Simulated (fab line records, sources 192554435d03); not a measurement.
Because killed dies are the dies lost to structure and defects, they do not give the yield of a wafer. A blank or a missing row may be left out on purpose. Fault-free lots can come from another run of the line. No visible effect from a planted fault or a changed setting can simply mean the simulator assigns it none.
Chamber matching || flow n5Finfet || N5_BEOL_M6_ILD_DEP_00 on pecvd-04: 3 sister chambers
The step deposits SiCOH lowk from DEMS/porogen, target thk 179.75 nm, time 33.4 s. 3 wafers are shown with their chamber, then 8 later ones without.

== WAFERS WITH THEIR CHAMBER ==
{"wafer": "L088.1", "chamber": 1, "throttleValvePct (%)": 14.8}
{"wafer": "L088.2", "chamber": 0, "throttleValvePct (%)": 13.4}
{"wafer": "L087.2", "chamber": 2, "throttleValvePct (%)": 12.7}

== WAFERS WHOSE CHAMBER IS MISSING ==
{"wafer": "L087.4", "throttleValvePct (%)": 12.8}
{"wafer": "L087.6", "throttleValvePct (%)": 13.3}
{"wafer": "L091.2", "throttleValvePct (%)": 14.5}
{"wafer": "L091.3", "throttleValvePct (%)": 13.2}
{"wafer": "L091.4", "throttleValvePct (%)": 12.8}
{"wafer": "L097.1", "throttleValvePct (%)": 12.8}
{"wafer": "L097.4", "throttleValvePct (%)": 13.1}
{"wafer": "L097.5", "throttleValvePct (%)": 14.9}

== THE CHAMBER EACH PASSED THROUGH ==
{"wafer": "L087.4", "from the rows above": 2, "in truth": 2}
{"wafer": "L087.6", "from the rows above": 0, "in truth": 0}
{"wafer": "L091.2", "from the rows above": 1, "in truth": 1}
{"wafer": "L091.3", "from the rows above": "can't be placed: 0 or 2", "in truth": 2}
{"wafer": "L091.4", "from the rows above": 2, "in truth": 2}
{"wafer": "L097.1", "from the rows above": 2, "in truth": 2}
{"wafer": "L097.4", "from the rows above": "can't be placed: 0 or 2", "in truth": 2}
{"wafer": "L097.5", "from the rows above": 1, "in truth": 1}
6 of 8 placed correctly. Cannot be placed on the basis of these rows: 2; the candidates contain the true chamber in 2. Placed wrongly: 0.
How it was worked out, from the rows above alone: a wafer's distance from a chamber is the root of the sum, over the readings, of the square of ((its reading less the chamber's mean) divided by the reading's scatter). The wafer belongs to the nearest chamber; if the next one is less than 2 further off, it can't be placed. The mean given for a chamber averages the wafers shown for that chamber. The scatter: with one shown wafer a chamber, the root of the mean of the squares of how far each hidden wafer lies from its nearest shown one.
